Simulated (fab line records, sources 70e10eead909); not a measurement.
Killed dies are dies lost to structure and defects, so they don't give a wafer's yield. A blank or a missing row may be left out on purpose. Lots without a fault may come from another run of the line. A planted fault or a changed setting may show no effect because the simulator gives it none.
One fault seen from 2 desks | flow nand_harc | each desk has only its own numbers; what lay behind them comes last

THE TOOL OWNER'S DESK: arfi_scanner-02
The tool's own readings at NHARC_P_M0_EXPOSE_06 (exposes mask P M0, target cd 90 nm): means of the sampled wafers that have a number, for each lot that ran on this tool. A lot is out of limits, marked OUT, if its mean lies more than 4 standard deviations from the usual mean; the brackets give that distance.
Columns: A = exposure_dose_mJ_cm2 at NHARC_P_M0_EXPOSE_06, usual 81.27
lot  | first seen here | A
L975 | day 6 14:37     | 81.29
L977 | day 7 04:13     | 81.27
L979 | day 8 00:50     | 81.33
L981 | day 8 22:46     | 81.28
L982 | day 9 06:41     | 81.38
L984 | day 10 09:35    | 42.48 (-99 or more) OUT
L990 | day 12 16:12    | 50.14 (-99 or more) OUT
This desk's finding: out of limits on L984, L990; first on L984, day 10 09:35 (exposure_dose_mJ_cm2 at NHARC_P_M0_EXPOSE_06). In limits: L975, L977, L979, L981, L982.

THE METROLOGY DESK
What the gauges read, lot by lot, whatever tool the lot ran on: means of the sampled wafers that have a number. A lot is out of limits, marked OUT, if its mean lies more than 4 standard deviations from the usual mean; the brackets give that distance.
Columns: A = cd_nm at NHARC_P_M0_CD_MEAS_09, usual 89.9 nm; B = cd_nm at NHARC_P_M0_CD_MEAS_16, usual 89.8 nm
lot  | first seen here | A              | B
L974 | day 6 07:59     | 90.3           | 89.9
L975 | day 6 14:46     | 90.4           | 90.6
L976 | day 6 16:53     | 89.1           | 88.6
L977 | day 7 04:21     | 88.9           | 89.4
L979 | day 8 00:58     | 89.2           | 88.6
L980 | day 8 13:54     | 89.5           | 89.7
L981 | day 8 22:54     | 90.1           | 89.9
L982 | day 9 06:49     | 89.5           | 89.1
L984 | day 10 09:43    | 50.8 (-56) OUT | 51.3 (-43) OUT
L987 | day 11 08:08    | 89.6           | 89.6
L990 | day 12 16:20    | 60.1 (-43) OUT | 60.6 (-32) OUT
L991 | day 13 04:17    | 90.4           | 90.6
L993 | day 14 05:36    | 89.7           | 89.0
L997 | day 15 12:35    | 90.4           | 90.6
This desk's finding: out of limits on L984, L990; first on L984, day 10 09:43 (cd_nm at NHARC_P_M0_CD_MEAS_09). In limits: L974, L975, L976, L977, L979, L980, L981, L982, L987, L991, L993, L997.

PUT TOGETHER
The tool owner's desk could have raised an alarm at day 10 09:35, on L984, L990.
The metrology desk could have raised an alarm at day 10 09:43, on L984, L990.
Of the lots named, all ran NHARC_P_M0_EXPOSE_06 on arfi_scanner-02.

WHAT THE SIMULATOR HAD PUT IN
Process parameter drift: arfi_scanner-02, from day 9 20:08 on, at NHARC_P_M0_EXPOSE_06. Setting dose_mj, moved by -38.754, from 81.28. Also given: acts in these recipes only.
Lots struck among those shown: L984, L990.
Hours from the fault's start to each desk's first reading out of limits: the tool owner's desk, 13; the metrology desk, 14.
